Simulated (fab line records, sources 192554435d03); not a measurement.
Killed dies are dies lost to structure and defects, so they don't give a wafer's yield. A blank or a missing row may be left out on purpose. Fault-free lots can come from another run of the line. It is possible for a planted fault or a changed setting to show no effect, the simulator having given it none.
What tool caused it? ; flow n5 finfet ; 72 wafers from 24 lots sampled at 6 of the route's 1938 steps

WHAT THE GAUGES SHOWED, per wafer
N5_BEOL_M14_RS_MEAS_54: a four-point-probe measurement. Usual: M14_RS 0.0330 ohm/sq, standard deviation 0.001.
lot;measured;on;M14_RS (ohm/sq);flag
L074;day 11 21:11;film metro-02;0.0321 0.0329 0.0345;
L075;day 12 06:33;film metro-01;0.0334 0.0321 0.0340;
L077;day 12 13:17;film metro-02;0.0345 0.0348 0.0325;
L076;day 12 23:44;film metro-02;0.0354 0.0327 0.0333;
L079;day 13 03:19;film metro-02;0.0335 0.0324 0.0346;
L080;day 13 08:38;film metro-01;0.0340 0.0327 0.0314;
L081;day 13 09:43;film metro-02;0.0356 0.0339 0.0327;
L082;day 13 23:22;film metro-01;0.0334 0.0325 0.0332;
L078;day 14 05:31;film metro-01;0.0327 0.0320 0.0328;
L083;day 14 11:48;film metro-02;0.0324 0.0325 0.0336;
L084;day 14 16:50;film metro-01;0.0328 0.0334 0.0333;
L085;day 15 06:06;film metro-01;0.0340 0.0327 0.0336;
L086;day 15 06:22;film metro-02;0.0322 0.0354 0.0331;
L088;day 15 13:20;film metro-01;0.0330 0.0333 0.0331;
L087;day 15 21:25;film metro-02;0.0310 0.0322 0.0322;
L090;day 16 13:20;film metro-01;0.0351 0.0326 0.0349;
L089;day 16 16:55;film metro-02;0.0327 0.0349 0.0349;
L091;day 16 20:32;film metro-01;0.0326 0.0331 0.0333;
L092;day 17 07:29;film metro-02;0.0329 0.0354 0.0328;
L095;day 17 14:36;film metro-01;0.0315 0.0331 0.0327;
L094;day 17 14:51;film metro-02;0.0326 0.0331 0.0318;
L093;day 17 16:38;film metro-01;0.0344 0.0329 0.0345;
L096;day 18 01:17;film metro-02;0.0351 0.0319 0.0349;
L097;day 18 06:15;film metro-01;0.0337 0.0327 0.0322;

N5_BEOL_M15_OVL_MEAS_11. Usual: V14_OVL 2 nm, standard deviation 5.1.
lot;measured;on;V14_OVL (nm);flag
L074;day 11 21:50;overlay-01;7 12 8;
L075;day 12 07:19;overlay-02;0 1 -5;
L077;day 12 14:03;overlay-01;8 6 0;
L076;day 13 00:23;overlay-01;6 5 0;
L079;day 13 04:05;overlay-01;1 4 -5;
L080;day 13 09:17;overlay-02;-7 -1 4;
L081;day 13 10:29;overlay-01;1 5 1;
L082;day 14 00:08;overlay-02;0 2 3;
L078;day 14 06:10;overlay-01;8 11 9;
L083;day 14 12:34;overlay-01;2 -9 -5;
L084;day 14 17:37;overlay-02;-2 -4 -6;
L085;day 15 06:52;overlay-01;-7 0 0;
L086;day 15 07:01;overlay-02;-3 -6 0;
L088;day 15 13:59;overlay-01;5 7 10;
L087;day 15 22:11;overlay-01;-7 0 -4;
L090;day 16 14:06;overlay-01;9 13 9;
L089;day 16 17:42;overlay-01;-1 6 6;
L091;day 16 21:18;overlay-01;-3 -8 5;
L092;day 17 08:22;overlay-02;3 8 3;
L095;day 17 15:29;overlay-01;2 11 2;
L094;day 17 15:38;overlay-02;-3 0 2;
L093;day 17 17:31;overlay-02;8 7 -2;
L096;day 18 02:02;overlay-01;7 9 13;
L097;day 18 06:54;overlay-02;6 -2 5;

N5_BEOL_M15_CD_MEAS_28: target cd 407.6 nm. Usual: cd nm at 406.8 nm, with a standard deviation of 2.3.
lot;measured;on;cd nm (nm);flag
L074;day 11 23:28;cd sem-02;406.6 403.8 403.9;
L075;day 12 08:49;cd sem-01;408.6 406.7 405.7;
L077;day 12 15:51;cd sem-01;408.8 410.7 408.3;
L076;day 13 01:49;cd sem-01;408.6 404.1 407.9;
L079;day 13 05:38;cd sem-02;407.8 410.4 408.7;
L080;day 13 10:51;cd sem-03;407.2 405.7 409.9;
L081;day 13 12:05;cd sem-02;409.3 407.3 407.8;
L082;day 14 01:49;cd sem-01;403.1 404.6 404.2;
L078;day 14 07:43;cd sem-03;407.7 409.4 403.9;
L083;day 14 14:01;cd sem-01;402.6 405.7 408.2;
L084;day 14 19:10;cd sem-01;408.4 409.8 407.8;
L085;day 15 08:34;cd sem-01;407.0 407.5 405.1;
L086;day 15 08:43;cd sem-03;406.7 406.5 405.4;
L088;day 15 15:31;cd sem-01;410.4 408.0 404.6;
L087;day 15 23:50;cd sem-01;409.0 410.2 407.7;
L090;day 16 15:40;cd sem-01;407.4 409.1 406.6;
L089;day 16 19:18;cd sem-01;406.1 404.9 406.6;
L091;day 16 22:44;cd sem-03;403.7 406.5 406.6;
L092;day 17 10:02;cd sem-03;403.2 407.6 406.6;
L095;day 17 16:55;cd sem-02;406.5 404.1 404.1;
L094;day 17 17:12;cd sem-02;403.8 406.6 409.6;
L093;day 17 19:24;cd sem-03;406.6 406.7 405.0;
L096;day 18 03:35;cd sem-03;406.0 409.0 404.6;
L097;day 18 08:43;cd sem-03;407.7 409.6 406.5;

N5_BEOL_M15_RS_MEAS_54: a four-point-probe measurement. Usual: M15_RS 0.0217 ohm/sq, standard deviation 0.00063.
lot;measured;on;M15_RS (ohm/sq);flag
L074;day 12 06:17;film metro-02;0.0214 0.0213 0.0214;
L075;day 12 11:29;film metro-02;0.0199 0.0219 0.0214;
L077;day 12 20:07;film metro-02;0.0214 0.0217 0.0222;
L076;day 13 04:22;film metro-02;0.0220 0.0214 0.0197;
L079;day 13 12:19;film metro-02;0.0219 0.0222 0.0220;
L080;day 13 15:31;film metro-02;0.0217 0.0215 0.0220;
L081;day 13 18:08;film metro-02;0.0216 0.0221 0.0218;
L082;day 14 07:46;film metro-01;0.0217 0.0218 0.0220;
L078;day 14 12:04;film metro-02;0.0221 0.0218 0.0219;
L083;day 14 16:30;film metro-02;0.0210 0.0219 0.0219;
L084;day 14 21:46;film metro-01;0.0222 0.0214 0.0219;
L085;day 15 12:35;film metro-02;0.0221 0.0217 0.0214;
L086;day 15 12:51;film metro-02;0.0219 0.0225 0.0217;
L088;day 15 19:46;film metro-01;0.0213 0.0220 0.0222;
L087;day 16 03:54;film metro-01;0.0219 0.0213 0.0220;
L090;day 16 17:56;film metro-02;0.0221 0.0211 0.0196;
L089;day 17 01:56;film metro-02;0.0219 0.0217 0.0217;
L091;day 17 02:14;film metro-02;0.0223 0.0218 0.0217;
L092;day 17 14:11;film metro-02;0.0225 0.0212 0.0221;
L095;day 17 20:40;film metro-01;0.0223 0.0222 0.0200;
L094;day 18 01:40;film metro-01;0.0215 0.0214 0.0222;
L093;day 18 01:54;film metro-01;0.0202 0.0200 0.0222;
L096;day 18 06:35;film metro-01;0.0217 0.0217 0.0224;
L097;day 18 14:17;film metro-01;0.0202 0.0222 0.0225;

WHICH TOOL RAN EACH LOT (tool, then ch and the chambers of the sampled wafers, then the start)
lot;N5_BEOL_M15_DESCUM_33;N5_BEOL_M15_CMP_49
L074;rie diel-01 ch 0,2, day 11 23:35;cmp-03 ch 1,2,3, day 12 05:56
L075;rie diel-02 ch 0,2,3, day 12 08:54;cmp-03 ch 0,1,3, day 12 11:04
L077;rie diel-01 ch 2,3, day 12 15:58;cmp-03 ch 2,3, day 12 19:42
L076;rie diel-02 ch 0,2,3, day 13 01:54;cmp-02 ch 0,1,2, day 13 03:56
L079;rie diel-03 ch 1,3, day 13 05:43;cmp-02 ch 0,3, day 13 11:53
L080;rie diel-03 ch 0,1,3, day 13 10:56;cmp-03 ch 0,1,2, day 13 15:06
L081;rie diel-01 ch 0,1,2, day 13 12:10;cmp-03 ch 1,2, day 13 17:44
L082;rie diel-03 ch 1,3, day 14 03:17;cmp-04 ch 0,1,2, day 14 07:23
L078;rie diel-03 ch 0,3, day 14 07:49;cmp-04 ch 0,2, day 14 11:41
L083;rie diel-03 ch 0,2,3, day 14 14:05;cmp-03 ch 1,2, day 14 16:04
L084;rie diel-03 ch 0,1,2, day 14 19:15;cmp-04 ch 1,2,3, day 14 21:25
L085;rie diel-03 ch 1,2, day 15 08:39;cmp-04 ch 0,1, day 15 12:10
L086;rie diel-01 ch 0,1,3, day 15 08:48;cmp-04 ch 0,3, day 15 12:28
L088;rie diel-02 ch 0,1,3, day 15 15:37;cmp-04 ch 0,2,3, day 15 19:21
L087;rie diel-01 ch 1,2, day 16 00:02;cmp-02 ch 0,1,3, day 16 03:28
L090;rie diel-02 ch 0,1,2, day 16 15:46;cmp-04 ch 1,3, day 16 17:31
L089;rie diel-01 ch 0,2, day 16 19:23;cmp-04 ch 1,2,3, day 17 01:34
L091;rie diel-01 ch 0,1, day 16 22:49;cmp-04 ch 0,2,3, day 17 01:47
L092;rie diel-03 ch 0,1,3, day 17 10:25;cmp-04 ch 0,2,3, day 17 13:44
L095;rie diel-02 ch 1,2,3, day 17 17:08;cmp-02 ch 0,2,3, day 17 20:14
L094;rie diel-03 ch 0,2,3, day 17 17:17;cmp-02 ch 0,2,3, day 18 01:15
L093;rie diel-02 ch 1,2, day 17 19:29;cmp-02 ch 0,2,3, day 18 01:35
L096;rie diel-01 ch 0,1, day 18 03:40;cmp-02 ch 1,2,3, day 18 06:14
L097;rie diel-02 ch 1,2,3, day 18 08:49;cmp-03 ch 0,3, day 18 13:52
- N5_BEOL_M15_DESCUM_33: chemistry O2, time 7.9 s.
- N5_BEOL_M15_CMP_49: polishes, stops on SiO2, t overpolish 4.9 s, target thk 850 nm.

AS READ BY THE TOOLS THEMSELVES (means over the sampled wafers that have a number; for cases with no such wafer, the mark the record gives instead)
N5_BEOL_M15_DESCUM_33. Usual: drypump motor current A 6.0 A, standard deviation 0.39; oes product au 0.79 a.u., standard deviation 0.089; rf vpp V 243.0 V, standard deviation 1.4; showerhead plenum p Torr 2.08 Torr, standard deviation 0.063; throttle valve pct 20.42 %, standard deviation 0.27.
lot;tool;drypump motor current A (A);oes product au (a.u.);rf vpp V (V);showerhead plenum p Torr (Torr);throttle valve pct (%);flag
L074;rie diel-01;6.1;0.76;244.1;2.13;20.35;
L075;rie diel-02;6.1;0.85;244.3;2.11;20.22;
L077;rie diel-01;6.0;0.70;244.0;2.12;20.51;
L076;rie diel-02;6.1;0.83;243.9;2.10;20.23;
L079;rie diel-03;6.0;0.83;242.7;2.07;20.31;
L080;rie diel-03;5.8;0.78;243.6;2.10;20.41;
L081;rie diel-01;6.1;0.81;243.0;2.10;20.37;
L082;rie diel-03;6.0;0.81;242.0;2.07;20.33;
L078;rie diel-03;6.0;0.70;243.4;2.14;20.53;
L083;rie diel-03;6.1;0.79;243.2;2.11;20.47;
L084;rie diel-03;5.8;0.85;242.4;2.07;20.36;
L085;rie diel-03;6.3;0.90;242.3;2.06;20.33;
L086;rie diel-01;6.1;0.80;243.1;2.06;20.31;
L088;rie diel-02;6.1;0.75;241.9;2.03;20.46;
L087;rie diel-01;6.1;0.79;242.6;2.07;20.62;
L090;rie diel-02;6.0;0.79;242.7;2.10;20.55;
L089;rie diel-01;6.1;0.74;244.0;2.12;20.40;
L091;rie diel-01;6.2;0.84;243.8;2.07;20.18;
L092;rie diel-03;5.8;0.82;243.1;2.09;20.35;
L095;rie diel-02;5.8;0.77;242.1;2.05;20.56;
L094;rie diel-03;6.1;0.83;242.6;2.10;20.39;
L093;rie diel-02;5.7;0.82;245.1;2.12;20.63;
L096;rie diel-01;6.2;0.83;242.8;2.06;20.19;
L097;rie diel-02;5.8;0.75;242.1;2.05;20.56;

N5_BEOL_M15_CMP_49. Usual: barrier field endpoint s 11.4 s, standard deviation 0.37; motor current A 7.9 A, standard deviation 0.74; overpolish run s 4.901 s, standard deviation 0.0087.
lot;tool;barrier field endpoint s (s);motor current A (A);overpolish run s (s);flag
L074;cmp-03;11.4;8.3;4.906;
L075;cmp-03;11.8;7.5;4.902;
L077;cmp-03;11.4;9.1;4.895;
L076;cmp-02;11.7;8.1;4.899;
L079;cmp-02;11.7;8.5;4.902;
L080;cmp-03;12.0;8.4;4.903;
L081;cmp-03;11.8;8.3;4.910;
L082;cmp-04;11.6;7.5;4.900;
L078;cmp-04;11.2;7.4;4.902;
L083;cmp-03;11.7;8.3;4.898;
L084;cmp-04;11.4;7.4;4.899;
L085;cmp-04;11.1;7.2;4.896;
L086;cmp-04;11.6;8.0;4.897;
L088;cmp-04;11.2;7.7;4.901;
L087;cmp-02;11.4;8.1;4.905;
L090;cmp-04;11.4;7.4;4.908;
L089;cmp-04;11.5;7.3;4.901;
L091;cmp-04;11.1;8.0;4.899;
L092;cmp-04;10.8;7.8;4.897;
L095;cmp-02;11.6;8.5;4.906;
L094;cmp-02;11.3;8.3;4.903;
L093;cmp-02;11.6;8.1;4.903;
L096;cmp-02;11.2;8.1;4.890;
L097;cmp-03;11.6;7.5;4.895;

THE ANSWER, worked out from the rows above alone
Rule: a lot is off if the mean of its wafers that have a number lies more than 3 standard deviations from the usual mean. Also off: a lot with no number at a reading for which 4 or more lots have one. Where the step has rows for the other lots, those lots are counted as sound. After the gauges, taken in route order, come the tools' own readings; for these a lot's mean is taken, as printed above. The first step at which some lot is off is used, and at that step the reading that is off furthest; a lot without a number counts as furthest.
No lot is off on any of the readings shown, so nothing can be concluded from this.

WHAT THE SIMULATOR HAD INSERTED
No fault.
